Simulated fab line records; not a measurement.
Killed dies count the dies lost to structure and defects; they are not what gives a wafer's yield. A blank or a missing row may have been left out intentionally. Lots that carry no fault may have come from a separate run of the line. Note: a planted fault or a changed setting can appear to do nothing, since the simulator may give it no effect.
Which tool did it? | flow nand-harc | 38 wafers from 13 lots sampled at 5 of the route's 1302 steps

WHAT THE GAUGES READ, wafer by wafer
NHARC_A_ONON_D2_THK_MEAS_05: measures by ellipsometry.
lot  | measured     | on            | thk-nm (nm)
L865 | day 12 16:35 | film-metro-02 | 987 986 986
L864 | day 12 16:40 | film-metro-01 | 982 982 983
L866 | day 13 10:32 | film-metro-02 | 992 992 993
L868 | day 13 22:55 | film-metro-02 | 1003 1005 1004
L874 | day 16 12:55 | film-metro-01 | 1016 1015
L881 | day 19 03:40 | film-metro-02 | 1028 1028 1028
L880 | day 19 03:40 | film-metro-01 | 1008 1009 1007
L882 | day 19 19:25 | film-metro-02 | 1001 1000 999
L883 | day 20 01:50 | film-metro-01 | 1006 1005 1005
L884 | day 20 21:19 | film-metro-02 | 1001 1002 1002
L886 | day 21 11:05 | film-metro-02 | 991 991 991
L885 | day 21 11:15 | film-metro-01 | 982 980 982
L887 | day 22 10:25 | film-metro-01 | 1025 1023 1022

NHARC_A_ONON_D2_THK_MEAS_08: measures by ellipsometry.
lot  | measured     | on            | thk-nm (nm)
L865 | day 12 17:10 | film-metro-01 | 981 982 983
L864 | day 12 17:14 | film-metro-02 | 1006 1006 1007
L866 | day 13 11:06 | film-metro-01 | 1014 1015 1013
L868 | day 13 23:29 | film-metro-01 | 998 997 999
L874 | day 16 13:29 | film-metro-01 | 1001 1001
L881 | day 19 04:14 | film-metro-01 | 1002 1001 1000
L880 | day 19 04:14 | film-metro-02 | 1008 1010 1008
L882 | day 19 19:58 | film-metro-01 | 993 993 995
L883 | day 20 02:24 | film-metro-01 | 1020 1020 1021
L884 | day 20 21:52 | film-metro-01 | 995 996 994
L886 | day 21 11:39 | film-metro-02 | 1003 1006 1004
L885 | day 21 11:49 | film-metro-01 | 1014 1016 1014
L887 | day 22 10:59 | film-metro-01 | 988 990 990

NHARC_A_ONON_D2_THK_MEAS_18: measures by ellipsometry.
lot  | measured     | on            | thk-nm (nm)
L865 | day 13 01:41 | film-metro-01 | 1021 1018 1020
L864 | day 13 01:41 | film-metro-02 | 1004 1002 1002
L866 | day 13 23:37 | film-metro-01 | 992 992 992
L868 | day 14 08:45 | film-metro-02 | 987 988 987
L874 | day 16 23:50 | film-metro-01 | 776 1010
L881 | day 19 15:23 | film-metro-01 | 993 994 994
L880 | day 19 15:24 | film-metro-02 | 999 999 1000
L882 | day 20 04:55 | film-metro-01 | 992 994 993
L883 | day 20 10:55 | film-metro-02 | 989 988 989
L884 | day 21 06:45 | film-metro-02 | 1000 1000 997
L886 | day 21 20:44 | film-metro-01 | 1000 1000 1000
L885 | day 21 20:28 | film-metro-01 | 1010 1010 1009
L887 | day 22 20:46 | film-metro-01 | 1019 1017 1019

NHARC_END_SORT_01.
lot  | measured     | on        | killed-at-array | killed-at-other | killed-at-periphery | killed-dies | killed-open | killed-short
L874 | day 28 01:10 | prober-01 | 670 65          | 2 1             | 5 2                 | 677 68      | 3 1         | 2 1

TOOL THAT RAN EACH LOT (tool first, then ch and the chambers of the sampled wafers, then the start)
lot  | NHARC_A_ONON_D2_DEP_16
L865 | pecvd-onon-01 ch 0, day 13 01:11
L864 | pecvd-onon-02 ch 0, day 13 01:11
L866 | pecvd-onon-04 ch 0, day 13 23:07
L868 | pecvd-onon-02 ch 0, day 14 08:21
L874 | pecvd-onon-01 ch 0, day 16 23:23
L881 | pecvd-onon-01 ch 0, day 19 14:53
L880 | pecvd-onon-02 ch 0, day 19 14:57
L882 | pecvd-onon-04 ch 0, day 20 04:31
L883 | pecvd-onon-01 ch 0, day 20 10:27
L884 | pecvd-onon-02 ch 0, day 21 06:25
L886 | pecvd-onon-02 ch 0, day 21 20:13
L885 | pecvd-onon-01 ch 0, day 21 20:01
L887 | pecvd-onon-01 ch 0, day 22 20:16
- NHARC_A_ONON_D2_DEP_16: target thk 1000 nm.

WHAT THE TOOLS THEMSELVES READ (means of the sampled wafers that have a number; where no wafer has one, the mark that the record gives instead)
NHARC_A_ONON_D2_DEP_16.
lot  | tool          | sih4-flow-sccm (sccm)
L865 | pecvd-onon-01 | 209.2
L864 | pecvd-onon-02 | 210.0
L866 | pecvd-onon-04 | 209.8
L868 | pecvd-onon-02 | 210.4
L874 | pecvd-onon-01 | 209.9
L881 | pecvd-onon-01 | 209.8
L880 | pecvd-onon-02 | 210.5
L882 | pecvd-onon-04 | 210.7
L883 | pecvd-onon-01 | 210.0
L884 | pecvd-onon-02 | 209.7
L886 | pecvd-onon-02 | 209.6
L885 | pecvd-onon-01 | 209.9
L887 | pecvd-onon-01 | 210.2

THE ANSWER, worked out from the rows above alone
Rule: the usual values come from the lots themselves. Put in order of their means at a reading, lots are off if they are a third of the lots or fewer, leave a main group of 4 or more, and stand apart from it by a gap of 3 or more times the standard deviation of the main group's means; of several such gaps the widest counts. A main group is skipped when, at the precision printed for the reading in the tables above, its means are all equal. Also off: a lot with no number at a reading for which 4 or more lots have one. Where the step has rows for the other lots, those lots are counted as sound. The gauges are gone through in route order, then the tools' own readings, and for those a lot's mean is taken as printed above. The first step at which some lot is off is used, and at that step the reading that is off furthest; a lot without a number counts as furthest.
Off at NHARC_A_ONON_D2_THK_MEAS_18 (thk-nm): L874. Main group: mean 1000 nm, sd 10.
If a tool, at a process step before that reading, ran all the lots that are off and no sound lot after the first of them, it fits. The gauges at NHARC_A_ONON_D2_THK_MEAS_18 are tried like those tools. No candidate that was tried fits.

WHAT WAS PUT IN BY THE SIMULATOR
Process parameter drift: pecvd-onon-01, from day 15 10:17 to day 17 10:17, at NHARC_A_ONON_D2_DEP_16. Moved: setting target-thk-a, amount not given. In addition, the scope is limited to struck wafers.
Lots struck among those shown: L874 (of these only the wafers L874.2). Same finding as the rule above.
